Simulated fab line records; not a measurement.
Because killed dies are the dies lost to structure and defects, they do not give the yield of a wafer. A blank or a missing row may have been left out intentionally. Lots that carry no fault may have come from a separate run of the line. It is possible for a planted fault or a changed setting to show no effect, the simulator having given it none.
fab line records	flow n5Finfet	part 1 of 2: steps 1 to 3 of 6
record lots=20	wafers=60	lastDay=17
route steps=1938 shown BEOL_M5@1127
lots untouched by any fault: they come from a run of this same line in which no faults occurred
startH: hours from the record's first day to the start of the lot's first wafer shown	waitH: hours elapsed since this lot's preceding step	" as in the row above	L1.1+2: a row that stands for several wafers	- no value, or no start was given	* or withheld: withheld	< > ~ a bound
route shown NAME@n: names a module that has steps shown in the file, with the first one's number in the route	usual: average and standard deviation across the fault-free wafers	same: alike in all rows	chamber/n: place in a boat	sites: each site's reading	_std_site: standard deviation of those values	_edge_site: outer sites' mean less inner sites'	radiusMm: how far each site lies from the wafer's centre	mask NAME#n: copy n	behind: tool/chamber where the wafer was last shaped	hold: why the lot went on hold/how many hours it stayed there/how the hold came to an end	device: the transistor (n, p or np) that didn't switch	end of line: tests run on the same wafers once the route is complete	a step with no rows: only its recipe	killed: dies lost to structure and defects at the first sort, not the wafer's yield	map: a wafer's dies, marking killed ones x, the rest . and places with no die _
set.NAME: the setting that was run; set.NAME@STEP: the one run at that earlier step	model.NAME: the simulator's own value behind a step, which no gauge read
the route's steps for a sample of lots (tables are steps, rows are wafers)
services: when a tool's chamber went out of use (startH, in hours from the record's first day, below 0 if earlier), for how many hours, and the reason
## steps
# step N5_BEOL_M5_OVL_MEAS_12
# recipe pointsPerWafer=522
# usual M5_OVL=0.3/0.74
lot.wafer	tool	chamber	startH	waitH	M5_OVL[nm]
L074.1	overlay-01	0	158.56	0.0	-0.4
L074.4	"	0	"	"	0.1
L074.6	"	0	"	"	0.0
L075.1	overlay-02	0	173.45	0.0	-0.5
L075.2	"	0	"	"	0.8
L075.4	"	0	"	"	1.3
L078.1	overlay-02	0	182.13	0.0	0.4
L078.3	"	0	"	"	0.3
L078.5	"	0	"	"	-0.1
L076.1	overlay-01	0	184.48	0.0	-0.4
L076.3	"	0	"	"	-0.2
L076.5	"	0	"	"	-0.6
L077.2	overlay-01	0	184.80	0.0	-0.1
L077.3	"	0	"	"	1.3
L077.4	"	0	"	"	-0.4
L080.2	overlay-01	0	201.30	0.0	0.1
L080.4	"	0	"	"	1.0
L080.5	"	0	"	"	0.2
L081.1	overlay-02	0	209.76	0.0	-0.4
L081.5	"	0	"	"	1.2
L081.6	"	0	"	"	-0.3
L083.2	overlay-01	0	211.57	0.0	-0.3
L083.4	"	0	"	"	1.1
L083.6	"	0	"	"	1.6
L084.1	overlay-01	0	218.74	0.0	1.3
L084.2	"	0	"	"	-0.5
L084.3	"	0	"	"	1.3
L085.2	overlay-02	0	240.23	0.0	-0.4
L085.3	"	0	"	"	0.7
L085.6	"	0	"	"	-0.3
L087.1	overlay-01	0	246.11	0.0	1.4
L087.2	"	0	"	"	0.3
L087.5	"	0	"	"	1.0
L088.3	overlay-02	0	249.10	0.0	1.7
L088.4	"	0	"	"	-0.3
L088.6	"	0	"	"	0.5
L089.1	overlay-01	0	251.51	0.0	1.2
L089.3	"	0	"	"	0.0
L089.4	"	0	"	"	-1.0
L090.2	overlay-01	0	265.43	0.0	0.4
L090.5	"	0	"	"	-0.7
L090.6	"	0	"	"	1.1
L092.1	overlay-01	0	272.08	0.0	0.3
L092.2	"	0	"	"	-0.7
L092.5	"	0	"	"	0.9
L091.1	overlay-01	0	272.44	0.0	0.4
L091.4	"	0	"	"	0.5
L091.5	"	0	"	"	2.1
L093.1	overlay-01	0	280.88	0.0	-0.8
L093.3	"	0	"	"	0.3
L093.4	"	0	"	"	1.6
L095.1	overlay-01	0	290.95	0.0	0.5
L095.2	"	0	"	"	-0.8
L095.3	"	0	"	"	1.3
L094.2	overlay-01	0	296.89	0.0	0.1
L094.3	"	0	"	"	-0.7
L094.6	"	0	"	"	-1.3
L096.1	overlay-01	0	298.76	0.0	-0.5
L096.4	"	0	"	"	1.1
L096.5	"	0	"	"	0.2
# step N5_BEOL_M5_ETCH_61
# recipe chemistry=CF4	target=SiARC	targetDepthA=156	maskMaterial=CAR-EUV	timeS=26	ionEnergyEv=80	pressureMtorr=40	sourceW=545	biasW=36	Ar_flow_sccm=100	cf4FlowSccm=100	ends=cleared
# usual cf4FlowSccm=100.00/0.29	drypumpMotorCurrentA=5.84/0.25	etchRfOnTimeS=25.9/0.37	mfcArSccm=100.0/0.33	oesProductAu=0.67/0.075	rfVppV=183.9/1.2	showerheadPlenumPTorr=2.14/0.082	throttleValvePct=15.68/0.25
lot.wafer	tool	chamber	startH	waitH	cf4FlowSccm	drypumpMotorCurrentA	etchRfOnTimeS	mfcArSccm	oesProductAu	rfHoursCounterH	rfVppV	showerheadPlenumPTorr	throttleValvePct
L074.1	rieDiel-04	2	158.70	0.0	100.07	5.61	25.8	100.8	0.59	247	181.8	2.03	15.75
L074.4	"	0	"	"	99.90	5.53	26.0	100.2	0.63	180	182.7	2.06	15.72
L074.6	"	1	"	"	100.00	5.98	25.8	100.5	0.73	-	183.7	2.09	15.30
L075.1	rieDiel-03	1	173.71	0.0	99.81	5.55	25.5	100.6	0.65	169	182.7	2.07	15.81
L075.2	"	2	"	"	99.74	5.72	26.3	99.9	0.65	148	186.1	2.22	15.69
L075.4	"	2	"	"	99.42	5.71	26.1	100.1	0.64	-	185.2	2.22	15.71
L078.1	rieDiel-03	2	182.28	0.0	99.69	5.70	26.4	100.0	0.64	153	185.6	2.22	15.72
L078.3	"	1	"	"	100.11	5.58	25.7	99.8	0.64	173	183.1	2.07	15.81
L078.5	"	1	"	"	100.57	5.59	25.4	100.4	0.65	-	182.0	2.07	15.81
L076.1	rieDiel-04	0	184.63	0.0	99.69	5.58	26.1	99.9	0.62	189	184.1	2.06	15.73
L076.3	"	2	"	"	100.29	5.59	26.7	100.3	0.81	0	184.9	2.29	15.27
L076.5	"	0	"	"	99.58	5.59	26.4	100.3	0.61	-	182.4	2.06	15.72
L077.2	rieDiel-04	2	184.93	0.0	99.89	5.62	26.4	100.0	0.82	0	186.0	2.29	15.27
L077.3	"	0	"	"	100.52	5.52	26.3	100.4	0.62	189	183.0	2.06	15.73
L077.4	"	1	"	"	100.19	6.01	26.1	100.5	0.72	81	182.0	2.08	15.31
L080.2	rieDiel-04	3	201.44	0.0	100.32	6.20	26.3	100.3	0.63	182	183.8	2.14	15.90
L080.4	"	1	"	"	100.00	6.02	25.8	99.6	0.72	85	183.5	2.08	15.34
L080.5	"	1	"	"	100.54	6.01	25.8	100.0	0.72	-	183.4	2.08	15.33
L081.1	rieDiel-03	0	210.16	0.0	99.95	6.24	25.7	100.1	0.62	189	183.4	2.12	15.89
L081.5	"	3	"	"	100.04	5.79	25.3	99.9	0.84	-	185.6	2.27	15.25
L081.6	"	0	"	"	99.78	6.26	25.9	100.2	0.62	-	182.4	2.12	15.87
L083.2	rieDiel-05	0	211.71	0.0	100.12	5.80	25.8	100.3	0.59	235	183.7	2.11	16.07
L083.4	"	0	"	"	100.07	5.81	25.8	100.2	0.59	-	183.8	2.11	16.07
L083.6	"	3	"	"	99.50	6.02	26.2	99.8	0.63	-	183.2	2.06	15.81
L084.1	rieDiel-03	2	218.88	0.0	99.93	5.69	26.3	99.5	0.64	166	183.4	2.21	15.72
L084.2	"	1	"	"	100.23	5.59	26.2	100.2	0.63	186	183.0	2.06	15.80
L084.3	"	3	"	"	100.02	5.78	25.6	99.7	0.83	7	185.6	2.27	15.25
L085.2	rieDiel-04	2	240.68	0.0	100.08	5.60	26.4	99.7	0.76	14	185.7	2.28	15.31
L085.3	"	1	"	"	99.73	6.02	26.1	100.3	0.70	95	182.9	2.08	15.37
L085.6	"	2	"	"	100.01	5.59	26.4	99.7	0.76	-	185.4	2.28	15.31
L087.1	rieDiel-05	3	246.59	0.0	100.21	5.99	26.3	100.1	0.62	174	183.0	2.05	15.85
L087.2	"	1	"	"	100.97	5.66	26.0	99.7	0.83	5	183.9	2.12	15.27
L087.5	"	3	"	"	99.85	6.00	26.2	100.0	0.62	-	181.9	2.05	15.86
L088.3	rieDiel-03	2	249.23	0.0	100.38	5.70	26.1	99.6	0.63	175	184.6	2.21	15.77
L088.4	"	1	"	"	100.11	5.58	26.0	100.0	0.62	196	182.6	2.06	15.85
L088.6	"	0	"	"	100.09	6.27	26.1	100.0	0.60	-	183.2	2.12	15.90
L089.1	rieDiel-03	3	251.65	0.0	99.86	5.81	25.4	100.6	0.80	18	184.7	2.27	15.27
L089.3	"	2	"	"	100.51	5.71	26.0	100.0	0.63	176	184.3	2.21	15.76
L089.4	"	0	"	"	100.19	6.26	25.8	99.6	0.60	202	183.9	2.12	15.90
L090.2	rieDiel-03	1	265.57	0.0	100.74	5.58	26.2	100.2	0.62	201	183.0	2.06	15.84
L090.5	"	0	"	"	100.00	6.28	25.8	100.8	0.61	-	184.6	2.12	15.92
L090.6	"	3	"	"	99.78	5.79	25.8	99.3	0.78	-	185.9	2.27	15.28
L092.1	rieDiel-03	1	272.25	0.0	100.56	5.58	26.0	99.6	0.62	203	182.4	2.06	15.84
L092.2	"	0	"	"	100.00	6.26	26.0	99.9	0.60	209	184.9	2.12	15.93
L092.5	"	2	"	"	99.92	5.73	26.1	100.0	0.62	-	184.8	2.21	15.78
L091.1	rieDiel-05	0	272.66	0.0	99.94	5.81	25.1	99.5	0.83	4	183.7	2.11	15.60
L091.4	"	3	"	"	100.02	6.02	26.0	99.5	0.62	183	182.7	2.05	15.87
L091.5	"	0	"	"	99.82	5.82	25.3	99.2	0.82	-	183.6	2.11	15.60
L093.1	rieDiel-05	0	281.14	0.0	99.83	5.79	25.2	99.4	0.82	5	184.7	2.11	15.61
L093.3	"	1	"	"	99.92	5.67	25.6	100.4	0.80	17	183.3	2.11	15.29
L093.4	"	2	"	"	100.01	5.81	24.9	100.1	0.71	91	185.3	2.26	15.75
L095.1	rieDiel-03	2	291.12	0.0	99.83	5.72	26.4	99.3	0.61	190	185.8	2.20	15.78
L095.2	"	3	"	"	99.98	5.79	25.9	99.9	0.77	32	185.1	2.27	15.30
L095.3	"	1	"	"	100.02	5.56	26.3	99.8	0.62	210	183.3	2.06	15.86
L094.2	rieDiel-03	3	297.03	0.0	99.87	5.74	25.5	99.8	0.77	33	184.6	2.26	15.29
L094.3	"	1	"	"	99.84	5.57	25.7	99.6	0.62	211	181.8	2.06	15.85
L094.6	"	1	"	"	100.00	5.59	25.9	100.2	0.61	-	182.7	2.06	15.87
L096.1	rieDiel-03	1	298.98	0.0	100.50	5.60	25.7	100.1	0.61	212	185.0	2.06	15.87
L096.4	"	2	"	"	100.50	5.72	25.8	100.0	0.63	192	187.3	2.20	15.78
L096.5	"	1	"	"	100.01	5.54	25.7	99.9	0.62	-	182.5	2.06	15.87
# step N5_BEOL_M5_ETCH_67
# recipe chemistry=CF4	target=SiARC	targetDepthA=156	maskMaterial=CAR-EUV	timeS=26	ionEnergyEv=80	pressureMtorr=40	sourceW=545	biasW=36	Ar_flow_sccm=100	cf4FlowSccm=100	ends=cleared
# usual cf4FlowSccm=99.99/0.3	drypumpMotorCurrentA=5.84/0.21	etchRfOnTimeS=25.9/0.41	mfcArSccm=100.03/0.29	oesProductAu=0.68/0.081	rfVppV=183.9/1.3	showerheadPlenumPTorr=2.14/0.079	throttleValvePct=15.67/0.25
lot.wafer	tool	chamber	startH	waitH	cf4FlowSccm	drypumpMotorCurrentA	etchRfOnTimeS	mfcArSccm	oesProductAu	rfHoursCounterH	rfVppV	showerheadPlenumPTorr	throttleValvePct
L074.1	rieDiel-05	0	159.80	0.0	99.74	5.82	25.9	99.82	0.59	221	182.6	2.12	16.02
L074.4	"	3	"	"	100.54	6.00	26.0	100.04	0.64	-	183.3	2.06	15.81
L074.6	"	1	"	"	99.91	5.68	26.2	100.03	0.59	-	182.4	2.12	15.72
L075.1	rieDiel-04	3	175.67	0.0	99.91	6.21	26.5	99.98	0.63	175	183.6	2.14	15.89
L075.2	"	0	"	"	99.68	5.54	26.5	99.94	0.62	186	182.4	2.06	15.72
L075.4	"	3	"	"	99.84	6.21	26.7	100.15	0.62	-	184.0	2.14	15.92
L078.1	rieDiel-04	0	183.38	0.0	99.69	5.48	26.1	100.37	0.63	189	183.0	2.06	15.72
L078.3	"	1	"	"	99.92	6.02	25.8	99.85	0.72	80	182.7	2.08	15.34
L078.5	"	1	"	"	100.00	6.03	25.9	100.12	0.72	-	183.6	2.08	15.33
L077.2	rieDiel-05	2	187.36	0.0	100.40	5.80	25.5	100.17	0.75	57	184.3	2.27	15.69
L077.3	"	3	"	"	99.40	5.99	26.3	100.09	0.63	153	182.3	2.06	15.82
L077.4	"	1	"	"	99.99	5.66	26.6	100.08	0.58	243	184.0	2.12	15.75
L076.1	rieDiel-03	2	187.41	0.0	99.70	5.72	26.4	100.15	0.64	155	185.5	2.22	15.72
L076.3	"	0	"	"	100.09	6.27	26.2	99.95	0.61	180	182.0	2.13	15.86
L076.5	"	0	"	"	99.92	6.28	25.9	99.59	0.62	-	182.2	2.13	15.86
L080.2	rieDiel-04	0	202.89	0.0	100.12	5.54	25.9	100.70	0.62	194	182.3	2.06	15.75
L080.4	"	3	"	"	100.06	6.20	26.1	100.09	0.63	182	184.1	2.14	15.93
L080.5	"	0	"	"	100.62	5.55	26.1	100.19	0.62	-	181.9	2.06	15.75
L081.1	rieDiel-04	1	211.16	0.0	99.95	6.01	26.0	99.99	0.71	88	182.3	2.08	15.36
L081.5	"	1	"	"	99.96	6.03	26.2	99.89	0.71	-	183.9	2.08	15.34
L081.6	"	2	"	"	100.11	5.62	26.4	100.19	0.79	-	186.6	2.28	15.28
L083.2	rieDiel-03	2	213.44	0.0	99.97	5.73	26.1	99.99	0.64	164	186.0	2.21	15.74
L083.4	"	0	"	"	99.99	6.30	25.9	99.58	0.62	190	183.9	2.12	15.87
L083.6	"	3	"	"	99.94	5.77	25.0	99.56	0.84	-	185.5	2.28	15.25
L084.1	rieDiel-03	3	220.26	0.0	100.04	5.79	25.0	99.75	0.83	8	185.8	2.27	15.25
L084.2	"	0	"	"	99.80	6.28	25.9	100.00	0.61	192	185.0	2.12	15.88
L084.3	"	1	"	"	99.78	5.56	25.7	100.44	0.63	186	181.6	2.06	15.83
L085.2	rieDiel-05	3	241.87	0.0	99.47	6.00	26.4	100.35	0.62	173	183.2	2.05	15.84
L085.3	"	1	"	"	99.35	5.66	26.1	99.97	0.85	3	183.8	2.12	15.25
L085.6	"	0	"	"	99.65	5.80	25.9	100.39	0.58	-	185.0	2.11	16.09
L087.1	rieDiel-05	1	247.45	0.0	99.84	5.67	25.7	100.30	0.84	5	184.0	2.12	15.26
L087.2	"	3	"	"	100.72	5.97	26.2	99.77	0.62	174	182.9	2.05	15.84
L087.5	"	2	"	"	99.52	5.82	25.0	99.86	0.73	-	183.4	2.26	15.72
L088.3	rieDiel-04	3	250.20	0.0	100.26	6.22	26.0	99.93	0.62	196	184.6	2.13	15.95
L088.4	"	2	"	"	100.02	5.59	26.4	99.76	0.75	-	185.5	2.28	15.31
L088.6	"	1	"	"	99.98	6.00	26.1	100.44	0.70	-	181.5	2.08	15.36
L089.1	rieDiel-05	1	253.61	0.0	99.78	5.67	25.8	100.45	0.82	7	183.7	2.12	15.27
L089.3	"	2	"	"	99.70	5.81	25.3	100.28	0.72	82	186.2	2.26	15.71
L089.4	"	3	"	"	100.59	6.01	26.3	100.06	0.61	-	184.7	2.05	15.85
L090.2	rieDiel-03	3	267.30	0.0	100.12	5.77	25.7	100.23	0.78	23	185.6	2.27	15.27
L090.5	"	3	"	"	100.14	5.79	25.6	100.30	0.79	-	183.8	2.27	15.29
L090.6	"	2	"	"	100.50	5.73	26.1	100.34	0.63	-	184.8	2.21	15.77
L092.1	rieDiel-05	0	274.48	0.0	100.13	5.82	25.3	99.65	0.82	4	184.3	2.11	15.60
L092.2	"	3	"	"	99.87	5.99	26.3	100.01	0.61	183	183.9	2.05	15.87
L092.5	"	2	"	"	99.87	5.84	25.4	100.67	0.71	-	184.9	2.26	15.73
L091.1	rieDiel-05	2	274.87	0.0	100.04	5.83	25.2	100.31	0.71	89	185.5	2.26	15.73
L091.4	"	1	"	"	99.79	5.66	25.8	99.83	0.80	16	182.8	2.11	15.28
L091.5	"	3	"	"	99.85	6.01	26.3	100.20	0.62	-	182.9	2.05	15.87
L093.1	rieDiel-05	1	282.53	0.0	99.30	5.68	26.1	99.94	0.79	18	182.6	2.11	15.28
L093.3	"	2	"	"	99.97	5.81	25.1	100.11	0.71	91	184.4	2.26	15.76
L093.4	"	0	"	"	99.76	5.82	25.4	99.91	0.82	6	185.1	2.11	15.60
L095.1	rieDiel-05	2	295.18	0.0	100.49	5.81	25.3	99.87	0.71	95	186.0	2.26	15.75
L095.2	"	0	"	"	100.41	5.81	25.3	100.07	0.80	10	182.0	2.10	15.61
L095.3	"	3	"	"	99.50	6.00	26.5	100.25	0.61	188	183.1	2.05	15.89
L094.2	rieDiel-05	1	302.57	0.0	99.66	5.68	25.9	100.16	0.79	21	182.5	2.11	15.29
L094.3	"	2	"	"	99.77	5.82	25.5	99.15	0.71	97	186.6	2.26	15.76
L094.6	"	1	"	"	99.95	5.68	25.8	99.95	0.79	-	182.8	2.11	15.30
L096.1	rieDiel-04	1	302.97	0.0	100.37	6.00	26.0	99.78	0.69	109	182.8	2.07	15.40
L096.4	"	2	"	"	99.92	5.62	26.1	99.46	0.73	34	185.6	2.27	15.35
L096.5	"	3	"	"	100.17	6.21	26.2	100.46	0.61	-	183.6	2.13	16.00
